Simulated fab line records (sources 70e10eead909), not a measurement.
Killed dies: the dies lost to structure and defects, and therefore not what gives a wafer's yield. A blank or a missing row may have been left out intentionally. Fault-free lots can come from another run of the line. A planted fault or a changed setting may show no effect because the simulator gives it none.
Chamber matching | flow nand_harc | NHARC_P_M1_CMP_23 on cmp-04 has 4 sister chambers
The step polishes, t overpolish 20 s, target thk 157.82 nm. 4 wafers are shown with their chamber, then 7 later ones without.

## WAFERS WITH THEIR CHAMBER
wafer  | chamber | motor_current_A (A)
L290.3 | 0       | 9.4
L295.6 | 3       | 11.4
L296.1 | 2       | 10.3
L296.3 | 1       | 11.8

## WAFERS WITH NO CHAMBER GIVEN
wafer  | motor_current_A (A)
L296.5 | 10.3
L299.1 | 9.5
L299.2 | 11.3
L299.4 | 10.2
L307.1 | 11.8
L307.4 | 11.6
L307.6 | 11.5

## CHAMBER TAKEN BY EACH
wafer  | from the rows above     | in truth
L296.5 | 2                       | 2
L299.1 | 0                       | 0
L299.2 | 3                       | 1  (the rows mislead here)
L299.4 | 2                       | 2
L307.1 | 1                       | 1
L307.4 | can't be placed: 3 or 1 | 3
L307.6 | can't be placed: 3 or 1 | 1
Correct placement for 4 of the 7. From these rows, 2 cannot be placed; in 2 the true chamber is one of the candidates. 1 placed wrongly.
How it was worked out, from the rows above alone: a wafer's distance from a chamber is the root of the sum, over the readings, of the square of ((its reading less the chamber's mean) divided by the reading's scatter). The wafer belongs to the nearest chamber; if the next one is less than 2 further off, it can't be placed. A chamber's mean is the mean of its shown wafers. The scatter: with one shown wafer a chamber, the root of the mean of the squares of how far each hidden wafer lies from its nearest shown one.
